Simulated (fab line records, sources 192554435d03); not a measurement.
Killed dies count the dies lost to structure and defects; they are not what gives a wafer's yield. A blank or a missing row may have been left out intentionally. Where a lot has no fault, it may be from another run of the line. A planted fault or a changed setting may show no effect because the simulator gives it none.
Matching of chambers    flow n5 finfet    rie diel-01 running N5_BEOL_M0_STRIP_140: 4 sister chambers
The step strips in CF4. 4 wafers are shown with their chamber, then 8 later ones without.

== EACH WAFER AND ITS CHAMBER ==
wafer   chamber  throttle valve pct (%)
L088.1  3        13.5
L088.2  2        14.1
L088.6  0        13.3
L090.3  1        13.2

== WAFERS MISSING THEIR CHAMBER ==
wafer   throttle valve pct (%)
L090.4  13.3
L090.6  14.1
L092.1  14.1
L092.2  13.5
L092.6  13.2
L096.1  13.4
L096.2  13.5
L096.5  13.5

== WHICH CHAMBER EACH ONE RAN IN ==
wafer   from the rows above      in truth
L090.4  0                        0
L090.6  2                        2
L092.1  2                        2
L092.2  3                        3
L092.6  1                        1
L096.1  can't be placed: 0 or 3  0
L096.2  3                        3
L096.5  3                        3
Correctly placed: 7 of 8. Can't be placed from these rows: 1 (the true chamber is among the candidates in 1). 0 placed wrongly.
How it was worked out, from the rows above alone: a wafer's distance from a chamber is the root of the sum, over the readings, of the square of ((its reading less the chamber's mean) divided by the reading's scatter). The wafer belongs to the nearest chamber; if the next one is less than 2 further off, it can't be placed. Each chamber's mean is taken over the wafers shown for it. The scatter: root of mean squared gap, hidden wafer to nearest shown wafer, with one shown wafer a chamber.
